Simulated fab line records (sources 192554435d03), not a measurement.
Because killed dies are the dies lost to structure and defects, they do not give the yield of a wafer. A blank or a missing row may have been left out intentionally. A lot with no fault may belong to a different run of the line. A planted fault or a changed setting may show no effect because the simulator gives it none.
Matching of chambers	flow n5_finfet	ald_sin-04 running N5_STI_FIN_REVEAL_ALD_00: 4 sister chambers
The step deposits SiO2, target thk 1 nm, pulse time 1 s. 8 wafers are shown with their chamber, then 7 later ones without.

## WAFERS PAIRED WITH THEIR CHAMBERS
wafer	chamber	heater_power_w (W)	precursor_pulse_height_rel
L081.5	3	476	0.992
L084.3	3	480	0.976
L084.4	0	529	1.009
L085.2	2	488	1.001
L085.3	0	528	0.982
L085.5	1	432	1.002
L087.1	1	435	0.972
L087.3	2	505	0.993

## WAFERS WITHOUT THEIR CHAMBER
wafer	heater_power_w (W)	precursor_pulse_height_rel
L087.6	489	1.030
L096.1	500	1.006
L096.2	531	0.990
L096.3	467	0.977
L096.4	437	1.023
L096.5	487	0.977
L096.6	509	1.008

## WHICH CHAMBER EACH WENT THROUGH
wafer	from the rows above	in truth
L087.6	can't be placed: 2 or 3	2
L096.1	2	2
L096.2	0	0
L096.3	3	3
L096.4	1	1
L096.5	can't be placed: 3 or 2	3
L096.6	can't be placed: 2 or 0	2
4 of 7 placed correctly. Not placeable from these rows: 3 (in 3, the candidates include the true chamber). 0 placed wrongly.
How it was worked out, from the rows above alone: a wafer's distance from a chamber is the root of the sum, over the readings, of the square of ((its reading less the chamber's mean) divided by the reading's scatter). If the next closest chamber is less than 2 further off than the closest, the wafer can't be placed; otherwise it belongs to the closest. Each chamber's mean is taken over the wafers shown for it. The scatter is the square root of a quotient: the sum, over the shown wafers, of each reading's squared deviation from its chamber's mean, divided by wafers minus chambers.
